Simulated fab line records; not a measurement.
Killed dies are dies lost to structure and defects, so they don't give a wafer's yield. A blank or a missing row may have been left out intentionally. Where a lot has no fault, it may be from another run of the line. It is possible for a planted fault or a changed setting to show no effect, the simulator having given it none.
Split-lot study || flow n5_finfet || 21 wafers read across 7 lots, on a route 1938 steps long

THE SPLIT
At N5_BEOL_M4_EXPOSE_08 (exposes mask M4), the setting dose_mj was moved away from the recipe's 41.25 on 4 of the 21 wafers read, by -6.3% to -2.8%. All remaining wafers had this setting at the recipe value.

FROM THE SPLIT TO THE READING: what the file shows between them, 9 steps
- N5_BEOL_M4_PEB_09: peb time 60 s
- N5_BEOL_M4_DEVELOP_10: develop time 30 s
- N5_BEOL_M4_DESCUM_16: chemistry O2, time 7 s
- N5_BEOL_M4_ETCH_74: etches underlayer in N2/H2, target depth 6.5 nm, time 5.2 s
- N5_BEOL_M4_ETCH_63: etches SiARC in CF4, target depth 15.6 nm, time 26 s
- N5_BEOL_M4_ETCH_64: etches SOC in N2/H2, target depth 75 nm, overetch 22.5 nm, time 121.9 s
- N5_BEOL_M4_STRIP_65: strips in N2/H2
- N5_BEOL_M4_STRIP_75: strips in N2/H2
- N5_BEOL_M4_STRIP_66: strips in CF4

THE READING
BEOL_M4.cd_offset_nm (the simulator's own value, which no gauge read), in nm, at N5_BEOL_M4_HM_OPEN_17 (chemistry Cl2/BCl3, target TiN, target depth 20 nm, overetch 6 nm). The file does not state a usual value for it. Average 0.1 nm, standard deviation 0.25 nm, over the 17 wafers here run with the recipe.

{"wafer": "L075.1", "tool, chamber at the split": "euv_scanner-01, 0", "dose_mj as run": 41.25, "against the recipe": "recipe", "BEOL_M4.cd_offset_nm, nm": 0.4, "against lot-mates on the recipe": "-"}
{"wafer": "L075.2", "tool, chamber at the split": "euv_scanner-01, 0", "dose_mj as run": 40.09, "against the recipe": "-2.8%", "BEOL_M4.cd_offset_nm, nm": -0.6, "against lot-mates on the recipe": -1.0}
{"wafer": "L075.3", "tool, chamber at the split": "euv_scanner-01, 0", "dose_mj as run": 40.09, "against the recipe": "-2.8%", "BEOL_M4.cd_offset_nm, nm": -0.2, "against lot-mates on the recipe": -0.6}
{"wafer": "L077.1", "tool, chamber at the split": "euv_scanner-01, 0", "dose_mj as run": 41.25, "against the recipe": "recipe", "BEOL_M4.cd_offset_nm, nm": -0.2, "against lot-mates on the recipe": "-"}
{"wafer": "L077.2", "tool, chamber at the split": "euv_scanner-01, 0", "dose_mj as run": 39.27, "against the recipe": "-4.8%", "BEOL_M4.cd_offset_nm, nm": -1, "against lot-mates on the recipe": -1.0}
{"wafer": "L077.5", "tool, chamber at the split": "euv_scanner-01, 0", "dose_mj as run": 41.25, "against the recipe": "recipe", "BEOL_M4.cd_offset_nm, nm": 0.2, "against lot-mates on the recipe": "-"}
{"wafer": "L085.1", "tool, chamber at the split": "euv_scanner-01, 0", "dose_mj as run": 41.25, "against the recipe": "recipe", "BEOL_M4.cd_offset_nm, nm": -0.4, "against lot-mates on the recipe": "-"}
{"wafer": "L085.3", "tool, chamber at the split": "euv_scanner-01, 0", "dose_mj as run": 41.25, "against the recipe": "recipe", "BEOL_M4.cd_offset_nm, nm": -0.2, "against lot-mates on the recipe": "-"}
{"wafer": "L085.4", "tool, chamber at the split": "euv_scanner-01, 0", "dose_mj as run": 41.25, "against the recipe": "recipe", "BEOL_M4.cd_offset_nm, nm": 0, "against lot-mates on the recipe": "-"}
{"wafer": "L088.2", "tool, chamber at the split": "euv_scanner-01, 0", "dose_mj as run": 41.25, "against the recipe": "recipe", "BEOL_M4.cd_offset_nm, nm": 0, "against lot-mates on the recipe": "-"}
{"wafer": "L088.3", "tool, chamber at the split": "euv_scanner-01, 0", "dose_mj as run": 41.25, "against the recipe": "recipe", "BEOL_M4.cd_offset_nm, nm": 0.4, "against lot-mates on the recipe": "-"}
{"wafer": "L088.6", "tool, chamber at the split": "euv_scanner-01, 0", "dose_mj as run": 41.25, "against the recipe": "recipe", "BEOL_M4.cd_offset_nm, nm": 0.4, "against lot-mates on the recipe": "-"}
{"wafer": "L091.2", "tool, chamber at the split": "euv_scanner-01, 0", "dose_mj as run": 41.25, "against the recipe": "recipe", "BEOL_M4.cd_offset_nm, nm": 0.2, "against lot-mates on the recipe": "-"}
{"wafer": "L091.6", "tool, chamber at the split": "euv_scanner-01, 0", "dose_mj as run": 41.25, "against the recipe": "recipe", "BEOL_M4.cd_offset_nm, nm": 0.2, "against lot-mates on the recipe": "-"}
{"wafer": "L091.3", "tool, chamber at the split": "euv_scanner-01, 0", "dose_mj as run": 41.25, "against the recipe": "recipe", "BEOL_M4.cd_offset_nm, nm": 0, "against lot-mates on the recipe": "-"}
{"wafer": "L092.1", "tool, chamber at the split": "euv_scanner-02, 0", "dose_mj as run": 41.25, "against the recipe": "recipe", "BEOL_M4.cd_offset_nm, nm": 0.2, "against lot-mates on the recipe": "-"}
{"wafer": "L092.3", "tool, chamber at the split": "euv_scanner-02, 0", "dose_mj as run": 41.25, "against the recipe": "recipe", "BEOL_M4.cd_offset_nm, nm": 0.4, "against lot-mates on the recipe": "-"}
{"wafer": "L092.4", "tool, chamber at the split": "euv_scanner-02, 0", "dose_mj as run": 41.25, "against the recipe": "recipe", "BEOL_M4.cd_offset_nm, nm": 0.4, "against lot-mates on the recipe": "-"}
{"wafer": "L097.2", "tool, chamber at the split": "euv_scanner-01, 0", "dose_mj as run": 41.25, "against the recipe": "recipe", "BEOL_M4.cd_offset_nm, nm": 0, "against lot-mates on the recipe": "-"}
{"wafer": "L097.5", "tool, chamber at the split": "euv_scanner-01, 0", "dose_mj as run": 41.25, "against the recipe": "recipe", "BEOL_M4.cd_offset_nm, nm": -0.2, "against lot-mates on the recipe": "-"}
{"wafer": "L097.6", "tool, chamber at the split": "euv_scanner-01, 0", "dose_mj as run": 38.65, "against the recipe": "-6.3%", "BEOL_M4.cd_offset_nm, nm": -1.4, "against lot-mates on the recipe": -1.3}

THE FIT
A straight line over all 21 wafers: BEOL_M4.cd_offset_nm changes by +0.226 nm for each +1% of dose_mj; r = +0.86; the points scatter about the line by 0.25 nm.
The same after taking each lot's own level away (the mean of its wafers on the recipe; 21 wafers): +0.22 nm for each +1%; r = +0.93; scatter 0.16 nm.
On that fit, the largest move of dose_mj shifts the reading by 1.4 nm.
Across the lots, their own levels run from -0.20 to 0.40 nm, a range of 2.4 times the standard deviation given above.
Consequently the slope shifts little with the lot-to-lot level, the two slopes agreeing.
Check: for one of the wafers moved furthest among these (-6.3%), held out of the fit, the line's prediction against its lot-mates is -1.5 nm. It came out at -1.3 nm against them.

THE WHOLE CHAIN: every reading that the file lists as answering this split, in the file's order
{"step": "N5_BEOL_M4_ETCH_74", "what it does": "etches underlayer in N2/H2, target depth 6.5 nm, time 5.2 s", "reading": "BEOL_M4.cd_offset_nm (the simulator's own value, which no gauge read)", "change (the file's fit)": "+0.238 nm for each +1% of the setting", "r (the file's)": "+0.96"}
{"step": "N5_BEOL_M4_ETCH_63", "what it does": "etches SiARC in CF4, target depth 15.6 nm, time 26 s", "reading": "BEOL_M4.cd_offset_nm (the simulator's own value, which no gauge read)", "change (the file's fit)": "+0.23 nm for each +1% of the setting", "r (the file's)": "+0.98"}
{"step": "N5_BEOL_M4_ETCH_64", "what it does": "etches SOC in N2/H2, target depth 75 nm, overetch 22.5 nm, time 121.9 s", "reading": "BEOL_M4.cd_offset_nm (the simulator's own value, which no gauge read)", "change (the file's fit)": "+0.209 nm for each +1% of the setting", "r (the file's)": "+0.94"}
{"step": "N5_BEOL_M4_HM_OPEN_17", "what it does": "chemistry Cl2/BCl3, target TiN, target depth 20 nm, overetch 6 nm", "reading": "BEOL_M4.cd_offset_nm (the simulator's own value, which no gauge read)", "change (the file's fit)": "+0.216 nm for each +1% of the setting", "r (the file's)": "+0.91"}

THE FILE'S OWN FIT
BEOL_M4.cd_offset_nm changes by +0.216 nm for each +1% of dose_mj, r = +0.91.
